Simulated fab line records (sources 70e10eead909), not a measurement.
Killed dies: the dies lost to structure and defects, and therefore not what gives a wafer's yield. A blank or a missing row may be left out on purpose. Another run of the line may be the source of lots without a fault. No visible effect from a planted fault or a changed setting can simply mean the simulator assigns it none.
The tool behind it: which one? -- flow nand_harc -- 42 wafers from 14 lots sampled at 4 of the route's 1302 steps

WHAT EACH GAUGE READ, for each wafer
Not one reading of a measure or inspect step in the record can be checked against a usual standard deviation.

WHICH TOOL RAN EACH LOT (tool, then ch and the chambers of the sampled wafers, then the start)
lot,NHARC_A_CHANNEL_FILL_D2_ETCHBACK_19,NHARC_A_STAIRCASE_EXPOSE_163,NHARC_A_STAIRCASE_DESCUM_168,NHARC_A_STAIRCASE_STRIP_171
L909,"rie_si-04 ch 0,2, day 14 09:15","krf_scanner-02 ch 0, day 15 09:46","rie_diel-12 ch 0,1,3, day 15 10:10","plasma_asher-01 ch 0,1, day 15 10:29"
L910,"rie_si-04 ch 2,3, day 14 23:18","krf_scanner-04 ch 0, day 16 02:11","rie_diel-08 ch 0,3, day 16 02:33","plasma_asher-02 ch 0,1, day 16 02:58"
L913,"rie_si-02 ch 1,2, day 16 07:01","krf_scanner-04, day 17 07:52","rie_diel-08 ch 1,3, day 17 08:15","plasma_asher-01 ch 0,1, day 17 08:37"
L914,"rie_si-06 ch 0,1,3, day 16 07:02","krf_scanner-02, day 17 07:41","rie_diel-08 ch 0,1,3, day 17 08:05","plasma_asher-02 ch 0,1, day 17 08:25"
L923,"rie_si-04 ch 0,2,3, day 20 11:55","krf_scanner-02 ch 0, day 21 16:05","rie_diel-12 ch 0,2, day 21 16:28","plasma_asher-02 ch 0,1, day 21 16:53"
L924,"rie_si-02 ch 0,2,3, day 20 16:41","krf_scanner-01 ch 0, day 21 21:22","rie_diel-11 ch 0,2,3, day 21 21:46","plasma_asher-02 ch 0,1, day 21 22:06"
L925,"rie_si-04 ch 1,2,3, day 20 16:41","krf_scanner-01 ch 0, day 21 16:14","rie_diel-12 ch 0,3, day 21 16:38","plasma_asher-02 ch 0,1, day 21 17:07"
L926,"rie_si-06 ch 0,1,3, day 21 06:40","krf_scanner-01 ch 0, day 22 07:58","rie_diel-11 ch 0,1,3, day 22 08:21","plasma_asher-02 ch 0, day 22 08:43"
L927,"rie_si-06 ch 0,1,3, day 22 03:33","krf_scanner-04 ch 0, day 23 05:11","rie_diel-08 ch 0,2, day 23 05:34","plasma_asher-02 ch 0, day 23 05:59"
L929,"rie_si-04 ch 0,1,2, day 22 13:43","krf_scanner-01 ch 0, day 23 13:52","rie_diel-12 ch 0,1,3, day 23 14:19","plasma_asher-02 ch 0,1, day 23 14:38"
L928,"rie_si-06 ch 0,1,2, day 22 16:04","krf_scanner-04 ch 0, day 23 14:03","rie_diel-12 ch 0,2,3, day 23 14:28","plasma_asher-01 ch 0,1, day 23 14:47"
L930,"rie_si-06 ch 0,1,3, day 23 09:38","krf_scanner-02 ch 0, day 24 12:08","rie_diel-11 ch 1,2,3, day 24 12:31","plasma_asher-02 ch 0,1, day 24 12:50"
L931,"rie_si-04 ch 1,3, day 23 23:46","krf_scanner-02 ch 0, day 25 00:49","rie_diel-11 ch 0,1,2, day 25 01:11","plasma_asher-02 ch 0,1, day 25 01:40"
L932,"rie_si-02 ch 0,2,3, day 23 23:46","krf_scanner-01 ch 0, day 25 00:39","rie_diel-08 ch 0,1,3, day 25 01:02","plasma_asher-02 ch 0,1, day 25 01:20"
- NHARC_A_CHANNEL_FILL_D2_ETCHBACK_19: etches the open film in HBr/Cl2, target depth 5 nm, time 1.7 s.
- NHARC_A_STAIRCASE_EXPOSE_163: exposes mask STAIR OPEN.
- NHARC_A_STAIRCASE_DESCUM_168: chemistry O2, time 3 s.
- NHARC_A_STAIRCASE_STRIP_171: strips in O2.

AS READ BY THE TOOLS THEMSELVES (means over the sampled wafers that have a number; for cases with no such wafer, the mark the record gives instead)
NHARC_A_CHANNEL_FILL_D2_ETCHBACK_19.
lot,tool,drypump_motor_current_A (A),mfc_cl2_sccm (sccm),oes_product_au (a.u.),throttle_valve_pct (%)
L909,rie_si-04,6.3,50.06,0.999,26.393
L910,rie_si-04,6.0,49.94,0.996,26.413
L913,rie_si-02,6.0,49.97,0.996,26.399
L914,rie_si-06,5.7,50.04,0.998,26.410
L923,rie_si-04,6.2,49.95,1.007,26.410
L924,rie_si-02,5.8,50.15,0.999,26.404
L925,rie_si-04,5.9,50.11,1.007,26.414
L926,rie_si-06,5.7,49.98,1.001,26.405
L927,rie_si-06,5.7,50.07,0.992,26.410
L929,rie_si-04,6.2,49.94,1.000,26.403
L928,rie_si-06,5.8,49.96,0.996,26.406
L930,rie_si-06,5.7,50.09,1.002,26.411
L931,rie_si-04,5.7,50.17,1.004,26.412
L932,rie_si-02,5.8,50.00,1.003,26.411

NHARC_A_STAIRCASE_EXPOSE_163.
lot,tool,exposure_dose_mJ_cm2,focus_offset_nm (nm)
L909,krf_scanner-02,19.978,-0.3
L910,krf_scanner-04,19.986,0.3
L913,krf_scanner-04,-,-
L914,krf_scanner-02,-,-
L923,krf_scanner-02,20.018,-0.2
L924,krf_scanner-01,20.014,0.6
L925,krf_scanner-01,20.027,-1.0
L926,krf_scanner-01,20.028,-0.6
L927,krf_scanner-04,20.002,-0.1
L929,krf_scanner-01,19.991,-0.2
L928,krf_scanner-04,19.993,-0.7
L930,krf_scanner-02,20.018,-0.3
L931,krf_scanner-02,19.986,0.2
L932,krf_scanner-01,20.026,0.3

NHARC_A_STAIRCASE_DESCUM_168.
lot,tool,drypump_motor_current_A (A),o2_flow_sccm (sccm),oes_product_au (a.u.),rf_vpp_V (V),showerhead_plenum_p_Torr (Torr),throttle_valve_pct (%)
L909,rie_diel-12,5.8,199.9,1.002,58.8,1.98,11.319
L910,rie_diel-08,5.5,200.2,0.998,57.9,1.89,11.306
L913,rie_diel-08,5.8,200.4,0.996,58.1,1.79,11.306
L914,rie_diel-08,5.5,200.3,0.997,57.7,1.88,11.308
L923,rie_diel-12,5.9,199.8,1.007,58.2,1.92,11.308
L924,rie_diel-11,5.8,199.5,1.008,58.4,1.91,11.309
L925,rie_diel-12,5.9,199.9,1.002,58.1,1.94,11.305
L926,rie_diel-11,5.4,200.1,1.003,56.8,1.87,11.314
L927,rie_diel-08,5.8,200.1,1.005,57.6,1.95,11.316
L929,rie_diel-12,5.8,199.5,0.992,58.2,1.96,11.311
L928,rie_diel-12,6.1,199.8,1.003,57.5,1.88,11.318
L930,rie_diel-11,5.7,200.1,0.992,59.1,1.93,11.308
L931,rie_diel-11,5.8,201.3,1.001,58.1,1.96,11.300
L932,rie_diel-08,5.5,200.2,1.003,59.1,1.97,11.315

NHARC_A_STAIRCASE_STRIP_171.
lot,tool,drypump_motor_current_A (A),heater_power_w (W)
L909,plasma_asher-01,5.3,309
L910,plasma_asher-02,5.4,350
L913,plasma_asher-01,5.3,317
L914,plasma_asher-02,5.4,339
L923,plasma_asher-02,5.4,344
L924,plasma_asher-02,5.4,349
L925,plasma_asher-02,5.4,345
L926,plasma_asher-02,5.4,322
L927,plasma_asher-02,5.4,312
L929,plasma_asher-02,5.4,331
L928,plasma_asher-01,5.0,315
L930,plasma_asher-02,5.4,347
L931,plasma_asher-02,5.4,349
L932,plasma_asher-02,5.4,335

THE ANSWER, worked out from the rows above alone
Rule: usual is defined by the lots themselves. The widest of any qualifying gaps counts: lots, ordered by their means at a reading, are off when they make up no more than a third of the lots, leave a main group of 4 or more, and stand apart from it by 3 or more times the standard deviation of that group's means. If all means in a main group match to the digits the tables above print for the reading, that group is not used. A lot without any number at a reading at which 4 lots or more have one is off too. The other lots that the step has rows for count as sound. First the gauges in route order, then the tools' own readings, where a lot's mean is used as printed above. At the first step where some lot is off, the reading lying furthest off is the one used; lots without a number count as furthest.
Off: L913, L914, at NHARC_A_STAIRCASE_EXPOSE_163 (exposure_dose_mJ_cm2). Without a number there: L913, L914. The main group: mean 20.006, standard deviation 0.017.
If a tool, at that step or one of the process steps before it, ran each lot that is off and ran no sound lot following the first of them, it fits. Of those tried, none fits.

WHAT THE SIMULATOR HAD INSERTED
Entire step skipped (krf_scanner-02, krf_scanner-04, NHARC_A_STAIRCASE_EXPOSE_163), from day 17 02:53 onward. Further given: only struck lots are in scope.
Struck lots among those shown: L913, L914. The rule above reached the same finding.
